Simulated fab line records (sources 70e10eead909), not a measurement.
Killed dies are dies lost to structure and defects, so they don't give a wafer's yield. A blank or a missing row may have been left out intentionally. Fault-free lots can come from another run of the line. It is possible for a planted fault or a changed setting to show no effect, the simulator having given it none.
Chamber matching || flow nand harc || NHARC_A_CONTACT_ETCH_75 on rie diel-06 has 4 sister chambers
The step etches the open film in CF4, target depth 39 nm, time 65 s. 42 wafers are shown with their chamber, then 12 later ones without.

EACH WAFER AND ITS CHAMBER
{"wafer": "L074.1", "chamber": 3, "drypump motor current A (A)": 6.5, "showerhead plenum p Torr (Torr)": 1.80, "rf vpp V (V)": 152.2}
{"wafer": "L074.2", "chamber": 1, "drypump motor current A (A)": 6.3, "showerhead plenum p Torr (Torr)": 1.85, "rf vpp V (V)": 153.4}
{"wafer": "L074.5", "chamber": 1, "drypump motor current A (A)": 6.2, "showerhead plenum p Torr (Torr)": 1.85, "rf vpp V (V)": 150.8}
{"wafer": "L076.1", "chamber": 2, "drypump motor current A (A)": 5.6, "showerhead plenum p Torr (Torr)": 1.67, "rf vpp V (V)": 151.0}
{"wafer": "L076.3", "chamber": 3, "drypump motor current A (A)": 6.5, "showerhead plenum p Torr (Torr)": 1.80, "rf vpp V (V)": 150.4}
{"wafer": "L076.6", "chamber": 0, "drypump motor current A (A)": 5.0, "showerhead plenum p Torr (Torr)": 1.76, "rf vpp V (V)": 151.3}
{"wafer": "L075.1", "chamber": 3, "drypump motor current A (A)": 6.5, "showerhead plenum p Torr (Torr)": 1.80, "rf vpp V (V)": 151.1}
{"wafer": "L075.2", "chamber": 0, "drypump motor current A (A)": 5.0, "showerhead plenum p Torr (Torr)": 1.76, "rf vpp V (V)": 150.7}
{"wafer": "L075.5", "chamber": 3, "drypump motor current A (A)": 6.5, "showerhead plenum p Torr (Torr)": 1.80, "rf vpp V (V)": 150.5}
{"wafer": "L079.3", "chamber": 2, "drypump motor current A (A)": 5.6, "showerhead plenum p Torr (Torr)": 1.67, "rf vpp V (V)": 149.4}
{"wafer": "L079.4", "chamber": 0, "drypump motor current A (A)": 5.0, "showerhead plenum p Torr (Torr)": 1.75, "rf vpp V (V)": 152.0}
{"wafer": "L079.6", "chamber": 3, "drypump motor current A (A)": 6.5, "showerhead plenum p Torr (Torr)": 1.80, "rf vpp V (V)": 152.0}
{"wafer": "L082.1", "chamber": 1, "drypump motor current A (A)": 6.2, "showerhead plenum p Torr (Torr)": 1.85, "rf vpp V (V)": 153.6}
{"wafer": "L082.2", "chamber": 3, "drypump motor current A (A)": 6.5, "showerhead plenum p Torr (Torr)": 1.80, "rf vpp V (V)": 149.5}
{"wafer": "L082.3", "chamber": 2, "drypump motor current A (A)": 5.6, "showerhead plenum p Torr (Torr)": 1.67, "rf vpp V (V)": 151.4}
{"wafer": "L082.4", "chamber": 0, "drypump motor current A (A)": 5.0, "showerhead plenum p Torr (Torr)": 1.75, "rf vpp V (V)": 152.0}
{"wafer": "L082.5", "chamber": 0, "drypump motor current A (A)": 5.0, "showerhead plenum p Torr (Torr)": 1.75, "rf vpp V (V)": 150.9}
{"wafer": "L082.6", "chamber": 1, "drypump motor current A (A)": 6.2, "showerhead plenum p Torr (Torr)": 1.85, "rf vpp V (V)": 151.7}
{"wafer": "L083.2", "chamber": 0, "drypump motor current A (A)": 5.0, "showerhead plenum p Torr (Torr)": 1.75, "rf vpp V (V)": 149.7}
{"wafer": "L083.3", "chamber": 2, "drypump motor current A (A)": 5.6, "showerhead plenum p Torr (Torr)": 1.67, "rf vpp V (V)": 151.1}
{"wafer": "L083.5", "chamber": 2, "drypump motor current A (A)": 5.6, "showerhead plenum p Torr (Torr)": 1.67, "rf vpp V (V)": 151.6}
{"wafer": "L085.1", "chamber": 3, "drypump motor current A (A)": 6.5, "showerhead plenum p Torr (Torr)": 1.80, "rf vpp V (V)": 150.9}
{"wafer": "L085.3", "chamber": 0, "drypump motor current A (A)": 5.0, "showerhead plenum p Torr (Torr)": 1.75, "rf vpp V (V)": 151.1}
{"wafer": "L085.6", "chamber": 3, "drypump motor current A (A)": 6.5, "showerhead plenum p Torr (Torr)": 1.80, "rf vpp V (V)": 151.8}
{"wafer": "L085.2", "chamber": 1, "drypump motor current A (A)": 6.2, "showerhead plenum p Torr (Torr)": 1.84, "rf vpp V (V)": 151.3}
{"wafer": "L085.4", "chamber": 2, "drypump motor current A (A)": 5.6, "showerhead plenum p Torr (Torr)": 1.67, "rf vpp V (V)": 148.0}
{"wafer": "L085.5", "chamber": 0, "drypump motor current A (A)": 5.0, "showerhead plenum p Torr (Torr)": 1.75, "rf vpp V (V)": 151.6}
{"wafer": "L087.1", "chamber": 3, "drypump motor current A (A)": 6.5, "showerhead plenum p Torr (Torr)": 1.80, "rf vpp V (V)": 152.0}
{"wafer": "L087.2", "chamber": 1, "drypump motor current A (A)": 6.2, "showerhead plenum p Torr (Torr)": 1.84, "rf vpp V (V)": 152.2}
{"wafer": "L087.6", "chamber": 3, "drypump motor current A (A)": 6.5, "showerhead plenum p Torr (Torr)": 1.80, "rf vpp V (V)": 152.3}
{"wafer": "L088.3", "chamber": 0, "drypump motor current A (A)": 5.0, "showerhead plenum p Torr (Torr)": 1.75, "rf vpp V (V)": 151.9}
{"wafer": "L088.5", "chamber": 1, "drypump motor current A (A)": 6.2, "showerhead plenum p Torr (Torr)": 1.84, "rf vpp V (V)": 153.3}
{"wafer": "L088.6", "chamber": 0, "drypump motor current A (A)": 5.0, "showerhead plenum p Torr (Torr)": 1.75, "rf vpp V (V)": 151.5}
{"wafer": "L089.2", "chamber": 2, "drypump motor current A (A)": 5.6, "showerhead plenum p Torr (Torr)": 1.67, "rf vpp V (V)": 148.6}
{"wafer": "L089.4", "chamber": 3, "drypump motor current A (A)": 6.5, "showerhead plenum p Torr (Torr)": 1.79, "rf vpp V (V)": 151.5}
{"wafer": "L089.5", "chamber": 0, "drypump motor current A (A)": 5.0, "showerhead plenum p Torr (Torr)": 1.75, "rf vpp V (V)": 150.5}
{"wafer": "L092.1", "chamber": 0, "drypump motor current A (A)": 5.0, "showerhead plenum p Torr (Torr)": 1.75, "rf vpp V (V)": 150.0}
{"wafer": "L092.3", "chamber": 1, "drypump motor current A (A)": 6.2, "showerhead plenum p Torr (Torr)": 1.84, "rf vpp V (V)": 152.4}
{"wafer": "L092.5", "chamber": 2, "drypump motor current A (A)": 5.6, "showerhead plenum p Torr (Torr)": 1.67, "rf vpp V (V)": 149.7}
{"wafer": "L093.3", "chamber": 0, "drypump motor current A (A)": 5.0, "showerhead plenum p Torr (Torr)": 1.75, "rf vpp V (V)": 151.8}
{"wafer": "L093.5", "chamber": 0, "drypump motor current A (A)": 5.0, "showerhead plenum p Torr (Torr)": 1.75, "rf vpp V (V)": 151.6}
{"wafer": "L093.6", "chamber": 3, "drypump motor current A (A)": 6.5, "showerhead plenum p Torr (Torr)": 1.79, "rf vpp V (V)": 151.2}

SIGNATURES, as means of the wafers listed above
{"reading": "drypump motor current A", "chamber 0": 5.000, "chamber 1": 6.213, "chamber 2": 5.600, "chamber 3": 6.500, "scatter within a chamber": 0.0152}
{"reading": "showerhead plenum p Torr", "chamber 0": 1.7514, "chamber 1": 1.8450, "chamber 2": 1.6700, "chamber 3": 1.7983, "scatter within a chamber": 0.00376}
{"reading": "rf vpp V", "chamber 0": 151.186, "chamber 1": 152.338, "chamber 2": 150.100, "chamber 3": 151.283, "scatter within a chamber": 0.968}
Rule: for each reading, subtract the chamber's mean from the wafer's reading, divide by that reading's scatter and square the result; add these up over the readings and take the root, which gives the wafer's distance from the chamber. If the next closest chamber is less than 2 further off than the closest, the wafer can't be placed; otherwise it belongs to the closest. The scatter is the square root of a quotient: the sum, over the shown wafers, of each reading's squared deviation from its chamber's mean, divided by wafers minus chambers.

WAFERS MISSING THEIR CHAMBER
{"wafer": "L094.1", "drypump motor current A (A)": 6.2, "showerhead plenum p Torr (Torr)": 1.84, "rf vpp V (V)": 153.3}
{"wafer": "L094.4", "drypump motor current A (A)": 5.0, "showerhead plenum p Torr (Torr)": 1.75, "rf vpp V (V)": 151.6}
{"wafer": "L094.5", "drypump motor current A (A)": 5.6, "showerhead plenum p Torr (Torr)": 1.66, "rf vpp V (V)": 150.5}
{"wafer": "L095.1", "drypump motor current A (A)": 5.0, "showerhead plenum p Torr (Torr)": 1.75, "rf vpp V (V)": 151.3}
{"wafer": "L095.4", "drypump motor current A (A)": 5.6, "showerhead plenum p Torr (Torr)": 1.66, "rf vpp V (V)": 149.8}
{"wafer": "L095.5", "drypump motor current A (A)": 5.6, "showerhead plenum p Torr (Torr)": 1.66, "rf vpp V (V)": 150.4}
{"wafer": "L096.4", "drypump motor current A (A)": 5.6, "showerhead plenum p Torr (Torr)": 1.66, "rf vpp V (V)": 149.6}
{"wafer": "L096.5", "drypump motor current A (A)": 5.6, "showerhead plenum p Torr (Torr)": 1.66, "rf vpp V (V)": 149.4}
{"wafer": "L096.6", "drypump motor current A (A)": 6.3, "showerhead plenum p Torr (Torr)": 1.84, "rf vpp V (V)": 151.2}
{"wafer": "L097.1", "drypump motor current A (A)": 6.5, "showerhead plenum p Torr (Torr)": 1.79, "rf vpp V (V)": 151.9}
{"wafer": "L097.3", "drypump motor current A (A)": 5.0, "showerhead plenum p Torr (Torr)": 1.74, "rf vpp V (V)": 151.4}
{"wafer": "L097.4", "drypump motor current A (A)": 5.6, "showerhead plenum p Torr (Torr)": 1.66, "rf vpp V (V)": 149.5}

WHICH CHAMBER EACH ONE RAN IN
{"wafer": "L094.1", "from the rows above": 1, "in truth": 1}
{"wafer": "L094.4", "from the rows above": 0, "in truth": 0}
{"wafer": "L094.5", "from the rows above": 2, "in truth": 2}
{"wafer": "L095.1", "from the rows above": 0, "in truth": 0}
{"wafer": "L095.4", "from the rows above": 2, "in truth": 2}
{"wafer": "L095.5", "from the rows above": 2, "in truth": 2}
{"wafer": "L096.4", "from the rows above": 2, "in truth": 2}
{"wafer": "L096.5", "from the rows above": 2, "in truth": 2}
{"wafer": "L096.6", "from the rows above": 1, "in truth": 1}
{"wafer": "L097.1", "from the rows above": 3, "in truth": 3}
{"wafer": "L097.3", "from the rows above": 0, "in truth": 0}
{"wafer": "L097.4", "from the rows above": 2, "in truth": 2}
12 of 12 placed correctly. Left unplaced by these rows: 0. Wrongly placed: 0.
